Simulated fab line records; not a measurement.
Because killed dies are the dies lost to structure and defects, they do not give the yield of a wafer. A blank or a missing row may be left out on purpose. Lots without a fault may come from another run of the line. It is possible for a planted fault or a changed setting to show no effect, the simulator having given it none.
Which tool is to blame?    flow n5Finfet    11 lots, 29 wafers sampled, at 1 step of a route of 1938

WHAT THE GAUGES READ, wafer by wafer
N5_BEOL_M4_RC_MEAS_101.
lot   measured      on         DIBL_N (mV/V)
L124  day 7 13:59   prober-01  36.8 37.8 33.9
L125  day 7 20:51   prober-02  38.1 38.6 36.7
L128  day 9 05:26   prober-02  36.7 37.8 39.9
L130  day 9 20:37   prober-02  36.2 35.6
L135  day 10 21:37  prober-01  39.5 35.7
L140  day 12 13:53  prober-02  36.5 35.8 36.6
L141  day 12 19:22  prober-01  40.4 37.5 40.2
L142  day 12 20:59  prober-02  39.4 41.2
L144  day 13 00:13  prober-02  37.6 36.1
L146  day 14 03:58  prober-01  36.1 35.7 35.1
L147  day 14 18:05  prober-02  32.9 37.6 31.9

TOOL THAT RAN EACH LOT (tool first, then ch and the chambers of the sampled wafers, then the start)
Before these readings, the record contains no process step.

THE ANSWER, worked out from the rows above alone
Rule: the lots themselves supply what counts as usual. The widest of any qualifying gaps counts: lots, ordered by their means at a reading, are off when they make up no more than a third of the lots, leave a main group of 4 or more, and stand apart from it by 3 or more times the standard deviation of that group's means. A main group whose means are all the same, to the digits that the tables above print for the reading, isn't used. A lot without any number at a reading at which 4 lots or more have one is off too. Any other lot the step has rows for is counted as sound.
None of the lots is off at any reading shown; this tells nothing.

WHAT THE SIMULATOR HAD PUT IN
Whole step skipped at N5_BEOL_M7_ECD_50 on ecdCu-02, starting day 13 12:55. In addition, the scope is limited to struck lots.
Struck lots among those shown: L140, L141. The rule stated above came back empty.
